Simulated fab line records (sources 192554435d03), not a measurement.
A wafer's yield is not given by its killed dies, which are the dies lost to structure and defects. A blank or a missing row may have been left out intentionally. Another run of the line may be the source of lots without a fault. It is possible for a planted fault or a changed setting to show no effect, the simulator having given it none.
Chamber matching | flow n5_finfet | N5_BEOL_M3_ETCHBACK_99 on rie_diel-04: 4 sister chambers
The step etches SiO2 in CHF3, target depth 5 nm, time 10.4 s. 16 wafers are shown with their chamber, then 8 later ones without.

== EACH WAFER AND ITS CHAMBER ==
wafer  | chamber | showerhead_plenum_p_Torr (Torr) | throttle_valve_pct (%) | oes_product_au (a.u.)
L075.4 | 1       | 2.19                            | 17.15                  | 0.79
L075.5 | 1       | 2.19                            | 17.14                  | 0.80
L075.6 | 0       | 2.21                            | 17.66                  | 0.66
L076.2 | 1       | 2.19                            | 17.15                  | 0.79
L076.3 | 3       | 2.05                            | 17.37                  | 0.72
L076.4 | 0       | 2.21                            | 17.65                  | 0.67
L080.3 | 2       | 2.22                            | 17.17                  | 0.89
L080.4 | 3       | 2.05                            | 17.38                  | 0.73
L080.5 | 2       | 2.22                            | 17.19                  | 0.89
L082.3 | 2       | 2.22                            | 17.18                  | 0.86
L082.4 | 3       | 2.05                            | 17.37                  | 0.71
L082.5 | 2       | 2.22                            | 17.19                  | 0.87
L083.2 | 1       | 2.18                            | 17.17                  | 0.78
L083.5 | 3       | 2.05                            | 17.38                  | 0.72
L083.6 | 1       | 2.18                            | 17.17                  | 0.78
L087.1 | 2       | 2.22                            | 17.22                  | 0.85

SIGNATURES (averages over the wafers above)
reading                  | chamber 0 | chamber 1 | chamber 2 | chamber 3 | scatter within a chamber
showerhead_plenum_p_Torr | 2.2100    | 2.1860    | 2.2200    | 2.0500    | 0.00316
throttle_valve_pct       | 17.6550   | 17.1560   | 17.1900   | 17.3750   | 0.0138
oes_product_au           | 0.6650    | 0.7880    | 0.8720    | 0.7200    | 0.0123
Rule: for each reading, subtract the chamber's mean from the wafer's reading, divide by that reading's scatter and square the result; add these up over the readings and take the root, which gives the wafer's distance from the chamber. The wafer belongs to the nearest chamber; if the next one is less than 2 further off, it can't be placed. How the scatter is found: for the shown wafers, subtract from each reading the mean of its chamber, square and add these, divide the total by (wafers less chambers), then take the root.

== WAFERS WHOSE CHAMBER IS MISSING ==
wafer  | showerhead_plenum_p_Torr (Torr) | throttle_valve_pct (%) | oes_product_au (a.u.)
L087.5 | 2.04                            | 17.40                  | 0.71
L087.6 | 2.22                            | 17.22                  | 0.85
L095.2 | 2.20                            | 17.25                  | 0.92
L095.3 | 2.04                            | 17.43                  | 0.70
L095.4 | 2.20                            | 17.26                  | 0.92
L097.3 | 2.21                            | 17.24                  | 0.84
L097.5 | 2.17                            | 17.20                  | 0.77
L097.6 | 2.21                            | 17.25                  | 0.83

== THE CHAMBER EACH PASSED THROUGH ==
wafer  | from the rows above | in truth
L087.5 | 3                   | 3
L087.6 | 2                   | 2
L095.2 | 2                   | 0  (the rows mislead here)
L095.3 | 3                   | 3
L095.4 | 2                   | 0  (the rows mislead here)
L097.3 | 2                   | 2
L097.5 | 1                   | 1
L097.6 | 2                   | 2
Placed correctly: 6 of 8. Can't be placed from these rows: 0. Placed wrongly: 2.
